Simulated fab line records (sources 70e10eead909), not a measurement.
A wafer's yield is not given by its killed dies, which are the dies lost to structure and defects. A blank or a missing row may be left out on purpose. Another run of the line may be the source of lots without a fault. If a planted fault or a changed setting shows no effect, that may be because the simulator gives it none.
fab line records	flow nand_harc
record lots=24	wafers=72	last_day=33
route steps=1302 shown A_M0@1161 A_M1@1196 A_BONDPAD@1204 HYBRID_BOND@1242
lots that met no fault: from a run of the same line without faults
start_h: hours from the record's first day to the start of the lot's first wafer shown	wait_h: hours since the lot's step before	" identical to the entry in the row above	L1.1+2: several wafers, shown together as one row	- no value, or no start was given	* or withheld: withheld	< > ~ a bound
route shown NAME@n: names a module that has steps shown in the file, with the first one's number in the route	usual: the fault-free wafers' mean and standard deviation	same: alike in all rows	chamber/n: place in a boat	sites: readings site by site	_std_site: their standard deviation	_edge_site: inner sites' mean taken away from outer sites' mean	radius_mm: how far each site lies from the wafer's centre	mask NAME#n: copy n	behind: the last tool/chamber to shape the wafer	hold: cause of the lot's hold/its duration in hours/its outcome	device: which transistor (n, p or np) failed to switch	end of line: tests of these same wafers at the route's end	where a step has no rows: the recipe by itself	killed: not the wafer's yield, but the dies lost to structure and defects at the first sort	map: a wafer's dies, marking killed ones x, the rest . and places with no die _
set.NAME: the setting the step ran with; set.NAME@STEP: the setting that earlier step ran with	model.NAME: the simulator's own value behind a step, which no gauge read
route steps across a sampled set of lots; one table per step, one row per wafer
services: from which hour (start_h, from the record's first day; less than 0 if before it) a tool's chamber was out of use, for how many hours, and why
## steps
# step NHARC_A_M0_ANNEAL_30
# recipe temp_c=225	time_s=90
# usual wafer_temp_C_max=225.79/0.27
lot.wafer	tool	chamber	start_h	wait_h	wafer_temp_C_max
L074.1	rtp_anneal-02	0	534.59	-	225.92
L074.2	"	0	"	"	226.13
L074.6	"	0	"	"	225.95
L075.2	rtp_anneal-01	0	536.46	-	225.67
L075.3	"	0	"	"	225.55
L075.4	"	0	"	"	225.71
L076.1	rtp_anneal-01	0	543.68	-	225.66
L076.2	"	0	"	"	225.64
L076.5	"	0	"	"	225.92
L077.2	rtp_anneal-01	0	544.80	-	225.79
L077.4	"	0	"	"	225.77
L077.6	"	0	"	"	225.76
L079.1	rtp_anneal-01	0	565.00	0.3	225.57
L079.2	"	0	"	"	225.97
L079.5	"	0	"	"	225.76
L078.2	rtp_anneal-02	0	567.00	0.3	225.78
L078.3	"	0	"	"	226.40
L078.6	"	0	"	"	226.29
L080.3	rtp_anneal-01	0	580.46	-	225.42
L080.5	"	0	"	"	225.58
L080.6	"	0	"	"	225.52
L081.1	rtp_anneal-02	0	583.51	0.3	226.14
L081.3	"	0	"	"	226.43
L081.6	"	0	"	"	225.91
L082.1	rtp_anneal-01	0	616.58	-	225.84
L082.3	"	0	"	"	225.78
L082.5	"	0	"	"	225.73
L084.3	rtp_anneal-01	0	618.04	0.3	225.53
L084.5	"	0	"	"	225.41
L084.6	"	0	"	"	225.61
L083.1	rtp_anneal-01	0	622.41	0.4	225.61
L083.2	"	0	"	"	225.64
L083.5	"	0	"	"	225.57
L085.3	rtp_anneal-02	0	631.66	-	226.15
L085.5	"	0	"	"	226.05
L085.6	"	0	"	"	226.44
L086.2	rtp_anneal-01	0	651.92	-	225.89
L086.3	"	0	"	"	225.85
L086.6	"	0	"	"	226.12
L089.1	rtp_anneal-01	0	657.83	-	225.41
L089.3	"	0	"	"	225.61
L089.4	"	0	"	"	225.43
L087.1	rtp_anneal-01	0	660.31	-	225.88
L087.5	"	0	"	"	225.53
L087.6	"	0	"	"	225.84
L088.4	rtp_anneal-02	0	673.86	0.4	226.31
L088.5	"	0	"	"	226.24
L088.6	"	0	"	"	225.55
L090.2	rtp_anneal-02	0	675.79	-	226.13
L090.3	"	0	"	"	225.97
L090.6	"	0	"	"	225.84
L091.2	rtp_anneal-01	0	703.66	-	225.70
L091.3	"	0	"	"	225.92
L091.6	"	0	"	"	225.57
L093.2	rtp_anneal-01	0	707.35	0.3	225.88
L093.3	"	0	"	"	225.51
L093.5	"	0	"	"	225.36
L092.1	rtp_anneal-01	0	708.33	0.3	225.85
L092.5	"	0	"	"	225.74
L092.6	"	0	"	"	225.71
L094.1	rtp_anneal-02	0	718.54	-	225.73
L094.3	"	0	"	"	226.01
L094.6	"	0	"	"	225.75
L095.1	rtp_anneal-02	0	740.64	0.3	226.05
L095.4	"	0	"	"	225.72
L095.5	"	0	"	"	225.49
L096.1	rtp_anneal-01	0	747.61	0.3	225.23
L096.3	"	0	"	"	225.55
L096.4	"	0	"	"	225.77
L097.2	rtp_anneal-01	0	757.77	-	226.02
L097.4	"	0	"	"	225.80
L097.5	"	0	"	"	225.66
# step NHARC_A_M1_THK_MEAS_24
# recipe thk_meas_gauge=xrf
# usual thk_nm=154.5/1.5
lot.wafer	tool	chamber	start_h	wait_h	thk_nm
L074.1	film_metro-01	-	540.14	-	154.1
L074.2	"	-	"	"	155.7
L074.6	"	-	"	"	152.9
L075.2	film_metro-01	-	541.27	-	153.3
L075.3	"	-	"	"	155.2
L075.4	"	-	"	"	154.9
L076.1	film_metro-02	-	548.37	-	153.8
L076.2	"	-	"	"	154.0
L076.5	"	-	"	"	155.3
L077.2	film_metro-01	-	549.43	-	153.9
L077.4	"	-	"	"	152.2
L077.6	"	-	"	"	156.9
L079.1	film_metro-02	-	569.82	-	152.9
L079.2	"	-	"	"	153.6
L079.5	"	-	"	"	153.7
L078.2	film_metro-02	-	571.81	-	157.0
L078.3	"	-	"	"	156.2
L078.6	"	-	"	"	155.4
L080.3	film_metro-01	-	585.17	-	154.9
L080.5	"	-	"	"	155.8
L080.6	"	-	"	"	154.7
L081.1	film_metro-02	-	588.33	-	156.0
L081.3	"	-	"	"	155.4
L081.6	"	-	"	"	153.2
L082.1	film_metro-02	-	621.43	-	154.5
L082.3	"	-	"	"	152.3
L082.5	"	-	"	"	154.9
L084.3	film_metro-01	-	622.76	-	154.1
L084.5	"	-	"	"	155.0
L084.6	"	-	"	"	152.8
L083.1	film_metro-02	-	627.22	-	156.7
L083.2	"	-	"	"	155.2
L083.5	"	-	"	"	154.8
L085.3	film_metro-01	-	636.37	-	151.6
L085.5	"	-	"	"	156.3
L085.6	"	-	"	"	153.3
L086.2	film_metro-01	-	656.80	-	154.7
L086.3	"	-	"	"	155.8
L086.6	"	-	"	"	155.4
L089.1	film_metro-01	-	662.51	-	154.6
L089.3	"	-	"	"	155.5
L089.4	"	-	"	"	153.2
L087.1	film_metro-01	-	665.13	-	151.7
L087.5	"	-	"	"	154.3
L087.6	"	-	"	"	156.6
L088.4	film_metro-01	-	678.57	-	155.1
L088.5	"	-	"	"	153.6
L088.6	"	-	"	"	154.3
L090.2	film_metro-02	-	680.58	-	156.2
L090.3	"	-	"	"	153.2
L090.6	"	-	"	"	153.3
L091.2	film_metro-02	-	708.44	-	155.0
L091.3	"	-	"	"	154.2
L091.6	"	-	"	"	154.3
L093.2	film_metro-01	-	712.14	-	155.8
L093.3	"	-	"	"	154.7
L093.5	"	-	"	"	153.5
L092.1	film_metro-01	-	713.14	-	152.9
L092.5	"	-	"	"	152.1
L092.6	"	-	"	"	150.7
L094.1	film_metro-01	-	724.04	-	156.6
L094.3	"	-	"	"	158.9
L094.6	"	-	"	"	156.0
L095.1	film_metro-01	-	745.49	-	153.9
L095.4	"	-	"	"	156.6
L095.5	"	-	"	"	154.2
L096.1	film_metro-02	-	752.40	-	155.4
L096.3	"	-	"	"	156.4
L096.4	"	-	"	"	154.0
L097.2	film_metro-02	-	762.54	-	156.1
L097.4	"	-	"	"	154.6
L097.5	"	-	"	"	155.5
# step NHARC_A_BONDPAD_THK_MEAS_30
# recipe thk_meas_gauge=ellipsometry
# usual thk_nm=200.2/1.5
lot.wafer	tool	chamber	start_h	wait_h	thk_nm
L074.1	film_metro-02	-	541.82	0.2	199.9
L074.2	"	-	"	"	201.6
L074.6	"	-	"	"	197.8
L075.2	film_metro-01	-	542.80	0.2	203.4
L075.3	"	-	"	"	200.2
L075.4	"	-	"	"	202.8
L076.1	film_metro-01	-	549.89	0.2	199.8
L076.2	"	-	"	"	201.2
L076.5	"	-	"	"	201.6
L077.2	film_metro-01	-	550.94	0.2	200.1
L077.4	"	-	"	"	198.9
L077.6	"	-	"	"	199.2
L079.1	film_metro-02	-	571.37	0.2	199.8
L079.2	"	-	"	"	197.4
L079.5	"	-	"	"	200.2
L078.2	film_metro-01	-	573.32	0.2	199.8
L078.3	"	-	"	"	200.0
L078.6	"	-	"	"	202.6
L080.3	film_metro-01	-	587.07	0.2	199.7
L080.5	"	-	"	"	201.4
L080.6	"	-	"	"	200.5
L081.1	film_metro-01	-	589.84	0.1	201.9
L081.3	"	-	"	"	199.2
L081.6	"	-	"	"	200.8
L082.1	film_metro-02	-	622.94	0.2	199.0
L082.3	"	-	"	"	199.7
L082.5	"	-	"	"	200.2
L084.3	film_metro-01	-	624.27	0.2	198.8
L084.5	"	-	"	"	199.4
L084.6	"	-	"	"	199.6
L083.1	film_metro-02	-	628.76	0.1	201.0
L083.2	"	-	"	"	199.4
L083.5	"	-	"	"	201.2
L085.3	film_metro-01	-	637.93	0.2	201.0
L085.5	"	-	"	"	197.8
L085.6	"	-	"	"	198.9
L086.2	film_metro-02	-	658.31	0.2	200.9
L086.3	"	-	"	"	202.3
L086.6	"	-	"	"	200.4
L089.1	film_metro-02	-	664.02	0.2	200.1
L089.3	"	-	"	"	199.8
L089.4	"	-	"	"	201.1
L087.1	film_metro-02	-	666.64	0.2	199.2
L087.5	"	-	"	"	201.9
L087.6	"	-	"	"	201.3
L088.4	film_metro-01	-	680.08	0.2	203.7
L088.5	"	-	"	"	196.9
L088.6	"	-	"	"	203.6
L090.2	film_metro-02	-	682.11	0.2	201.2
L090.3	"	-	"	"	200.4
L090.6	"	-	"	"	197.9
L091.2	film_metro-02	-	710.13	0.2	201.9
L091.3	"	-	"	"	202.4
L091.6	"	-	"	"	199.6
L093.2	film_metro-01	-	713.67	0.2	201.3
L093.3	"	-	"	"	200.1
L093.5	"	-	"	"	198.7
L092.1	film_metro-01	-	714.67	0.2	199.9
L092.5	"	-	"	"	201.2
L092.6	"	-	"	"	201.8
L094.1	film_metro-02	-	725.57	0.1	201.0
L094.3	"	-	"	"	199.8
L094.6	"	-	"	"	199.5
L095.1	film_metro-02	-	747.17	0.1	202.3
L095.4	"	-	"	"	199.0
L095.5	"	-	"	"	199.9
L096.1	film_metro-02	-	753.92	0.2	201.1
L096.3	"	-	"	"	202.5
L096.4	"	-	"	"	198.0
L097.2	film_metro-01	-	764.22	0.2	200.8
L097.4	"	-	"	"	200.8
L097.5	"	-	"	"	197.9
# step NHARC_A_BONDPAD_CD_MEAS_13
# usual cd_nm=498.8/1.8
lot.wafer	tool	chamber	start_h	wait_h	cd_nm
L074.1	cd_sem-01	-	542.93	-	501.2
L074.2	"	-	"	"	499.2
L074.6	"	-	"	"	498.8
L075.2	cd_sem-01	-	543.91	-	497.0
L075.3	"	-	"	"	499.8
L075.4	"	-	"	"	497.8
L076.1	cd_sem-03	-	550.99	-	497.3
L076.2	"	-	"	"	497.2
L076.5	"	-	"	"	499.5
L077.2	cd_sem-03	-	552.04	-	496.3
L077.4	"	-	"	"	496.9
L077.6	"	-	"	"	498.4
L079.1	cd_sem-03	-	572.33	-	496.6
L079.2	"	-	"	"	501.0
L079.5	"	-	"	"	498.5
L078.2	cd_sem-02	-	574.42	-	500.6
L078.3	"	-	"	"	500.2
L078.6	"	-	"	"	493.3
L080.3	cd_sem-02	-	588.18	-	500.2
L080.5	"	-	"	"	500.7
L080.6	"	-	"	"	498.0
L081.1	cd_sem-01	-	590.80	-	495.1
L081.3	"	-	"	"	495.0
L081.6	"	-	"	"	496.0
L082.1	cd_sem-02	-	624.04	-	497.8
L082.3	"	-	"	"	499.8
L082.5	"	-	"	"	498.2
L084.3	cd_sem-02	-	625.38	-	497.8
L084.5	"	-	"	"	494.9
L084.6	"	-	"	"	498.8
L083.1	cd_sem-01	-	630.34	-	498.3
L083.2	"	-	"	"	499.3
L083.5	"	-	"	"	501.0
L085.3	cd_sem-02	-	639.03	-	501.1
L085.5	"	-	"	"	500.7
L085.6	"	-	"	"	500.0
L086.2	cd_sem-03	-	659.27	-	499.4
L086.3	"	-	"	"	499.6
L086.6	"	-	"	"	500.8
L089.1	cd_sem-02	-	664.99	-	499.3
L089.3	"	-	"	"	498.4
L089.4	"	-	"	"	498.9
L087.1	cd_sem-02	-	667.62	-	500.4
L087.5	"	-	"	"	500.1
L087.6	"	-	"	"	501.0
L088.4	cd_sem-02	-	681.08	-	501.1
L088.5	"	-	"	"	500.4
L088.6	"	-	"	"	502.3
L090.2	cd_sem-02	-	683.20	-	495.7
L090.3	"	-	"	"	498.1
L090.6	"	-	"	"	495.5
L091.2	cd_sem-01	-	711.24	-	500.1
L091.3	"	-	"	"	498.8
L091.6	"	-	"	"	498.3
L093.2	cd_sem-01	-	714.76	-	499.6
L093.3	"	-	"	"	497.7
L093.5	"	-	"	"	497.4
L092.1	cd_sem-01	-	715.76	-	500.1
L092.5	"	-	"	"	498.6
L092.6	"	-	"	"	499.9
L094.1	cd_sem-01	-	726.66	-	499.0
L094.3	"	-	"	"	499.4
L094.6	"	-	"	"	499.5
L095.1	cd_sem-02	-	748.14	-	499.5
L095.4	"	-	"	"	500.1
L095.5	"	-	"	"	497.5
L096.1	cd_sem-01	-	754.92	-	497.7
L096.3	"	-	"	"	497.9
L096.4	"	-	"	"	501.2
L097.2	cd_sem-02	-	765.32	-	498.8
L097.4	"	-	"	"	500.0
L097.5	"	-	"	"	502.4
# step NHARC_A_BONDPAD_PRE_CLEAN_26
# recipe time_s=30	temp_c=280	gas=H2/He
# usual heater_power_w=421/47
lot.wafer	tool	chamber	start_h	wait_h	heater_power_w
L074.2	pvd_sputter-03	-	-	-	370
L074.1	"	-	"	"	362
L074.6	"	-	"	"	374
L075.2	pvd_sputter-03	-	-	-	358
L075.3	"	-	"	"	370
L075.4	"	-	"	"	420
L076.1	pvd_sputter-02	-	-	-	369
L076.2	"	-	"	"	400
L076.5	"	-	"	"	404
L077.2	pvd_sputter-03	-	-	-	372
L077.4	"	-	"	"	410
L077.6	"	-	"	"	381
L079.1	pvd_sputter-01	-	-	-	456
L079.2	"	-	"	"	519
L079.5	"	-	"	"	476
L078.3	pvd_sputter-01	-	-	-	526
L078.2	"	-	"	"	465
L078.6	"	-	"	"	476
L080.3	pvd_sputter-02	-	-	-	406
L080.5	"	-	"	"	384
L080.6	"	-	"	"	403
L081.3	pvd_sputter-02	-	-	-	416
L081.1	"	-	"	"	378
L081.6	"	-	"	"	405
L082.3	pvd_sputter-01	-	-	-	444
L082.1	"	-	"	"	452
L082.5	"	-	"	"	491
L084.3	pvd_sputter-03	-	-	-	368
L084.6	"	-	"	"	404
L084.5	"	-	"	"	365
L083.2	pvd_sputter-02	-	-	-	395
L083.1	"	-	"	"	383
L083.5	"	-	"	"	405
L085.3	pvd_sputter-03	-	-	-	361
L085.5	"	-	"	"	363
L085.6	"	-	"	"	366
L086.3	pvd_sputter-03	-	-	-	373
L086.2	"	-	"	"	418
L086.6	"	-	"	"	369
L089.4	pvd_sputter-01	-	-	-	453
L089.3	"	-	"	"	482
L089.1	"	-	"	"	445
L087.1	pvd_sputter-03	-	-	-	412
L087.6	"	-	"	"	367
L087.5	"	-	"	"	405
L088.4	pvd_sputter-02	-	-	-	421
L088.5	"	-	"	"	370
L088.6	"	-	"	"	374
L090.3	pvd_sputter-01	-	-	-	449
L090.2	"	-	"	"	457
L090.6	"	-	"	"	439
L091.3	pvd_sputter-01	-	-	-	478
L091.2	"	-	"	"	487
L091.6	"	-	"	"	430
L093.2	pvd_sputter-01	-	-	-	501
L093.3	"	-	"	"	468
L093.5	"	-	"	"	492
L092.1	pvd_sputter-01	-	-	-	492
L092.6	"	-	"	"	446
L092.5	"	-	"	"	455
L094.3	pvd_sputter-01	-	-	-	462
L094.1	"	-	"	"	508
L094.6	"	-	"	"	470
L095.1	pvd_sputter-03	-	-	-	352
L095.4	"	-	"	"	348
L095.5	"	-	"	"	359
L096.4	pvd_sputter-01	-	-	-	462
L096.1	"	-	"	"	497
L096.3	"	-	"	"	445
L097.4	pvd_sputter-03	-	-	-	400
L097.2	"	-	"	"	353
L097.5	"	-	"	"	419
# step NHARC_HYBRID_BOND_OVL_MEAS_05
# usual overlay_x_nm=1/31	overlay_y_nm=2/32
lot.wafer	tool	chamber	start_h	wait_h	overlay_x_nm	overlay_y_nm
L074.1	overlay-02	-	558.01	0.4	-14	23
L074.2	"	-	"	"	-18	23
L074.6	"	-	"	"	42	-25
L075.2	overlay-01	-	558.01	0.4	-1	52
L075.3	"	-	"	"	-24	20
L075.4	"	-	"	"	47	-17
L076.1	overlay-01	-	562.97	0.4	-39	29
L076.2	"	-	"	"	9	-20
L076.5	"	-	"	"	-43	-7
L077.2	overlay-02	-	562.97	0.4	-4	-26
L077.4	"	-	"	"	18	19
L077.6	"	-	"	"	-65	0
L079.1	overlay-01	-	589.18	0.4	-40	17
L079.2	"	-	"	"	29	53
L079.5	"	-	"	"	0	12
L078.2	overlay-02	-	589.19	0.4	-5	47
L078.3	"	-	"	"	14	-29
L078.6	"	-	"	"	-29	-4
L081.1	overlay-01	-	601.19	0.4	-9	-3
L081.3	"	-	"	"	-16	-6
L081.6	"	-	"	"	15	-35
L080.3	overlay-02	-	601.19	0.4	-41	6
L080.5	"	-	"	"	-54	-7
L080.6	"	-	"	"	30	-66
L082.1	overlay-01	-	636.09	0.4	-23	-42
L082.3	"	-	"	"	25	76
L082.5	"	-	"	"	15	-2
L084.3	overlay-02	-	636.09	0.4	-10	19
L084.5	"	-	"	"	1	-64
L084.6	"	-	"	"	-19	-46
L083.1	overlay-02	-	643.54	0.4	-40	-3
L083.2	"	-	"	"	-4	29
L083.5	"	-	"	"	43	-24
L085.3	overlay-01	-	651.70	0.4	66	-33
L085.5	"	-	"	"	14	9
L085.6	"	-	"	"	-5	-20
L086.2	overlay-02	-	671.79	0.4	47	24
L086.3	"	-	"	"	-8	-11
L086.6	"	-	"	"	-32	-21
L089.1	overlay-02	-	677.92	0.4	-7	-23
L089.3	"	-	"	"	10	-8
L089.4	"	-	"	"	19	-11
L087.1	overlay-01	-	677.92	0.4	-35	8
L087.5	"	-	"	"	-4	38
L087.6	"	-	"	"	22	-41
L090.2	overlay-01	-	695.04	0.4	37	-18
L090.3	"	-	"	"	13	10
L090.6	"	-	"	"	-29	20
L088.4	overlay-02	-	695.04	0.4	16	-60
L088.5	"	-	"	"	43	-48
L088.6	"	-	"	"	-54	12
L091.2	overlay-01	-	722.78	0.4	-14	-1
L091.3	"	-	"	"	9	-15
L091.6	"	-	"	"	-14	41
L092.1	overlay-01	-	726.52	0.4	-26	-29
L092.5	"	-	"	"	46	20
L092.6	"	-	"	"	-23	56
L093.2	overlay-02	-	726.52	0.4	-7	13
L093.3	"	-	"	"	-38	7
L093.5	"	-	"	"	3	15
L094.1	overlay-01	-	739.94	0.4	18	131
L094.3	"	-	"	"	40	-14
L094.6	"	-	"	"	35	-13
L095.1	overlay-02	-	761.29	0.4	-32	5
L095.4	"	-	"	"	17	-13
L095.5	"	-	"	"	-71	66
L096.1	overlay-02	-	766.98	0.4	21	52
L096.3	"	-	"	"	8	-15
L096.4	"	-	"	"	-45	-8
L097.2	overlay-02	-	778.72	0.4	35	2
L097.4	"	-	"	"	3	5
L097.5	"	-	"	"	51	43
## services
tool	chamber	start_h	hours	kind
pvd_sputter-01	-	530.60	2.3	repair
pvd_sputter-03	-	531.37	10.0	pm
pvd_sputter-01	-	535.65	0.8	repair
pvd_sputter-01	-	582.00	10.0	pm
pvd_sputter-01	-	606.46	3.1	repair
pvd_sputter-02	-	638.02	10.0	pm
pvd_sputter-02	-	658.04	2.0	repair
pvd_sputter-01	-	667.06	2.0	repair
pvd_sputter-02	-	695.14	5.3	repair
pvd_sputter-03	-	709.37	10.0	pm
rtp_anneal-02	-	744.00	12.0	pm
pvd_sputter-01	-	760.00	10.0	pm
## key
fault none
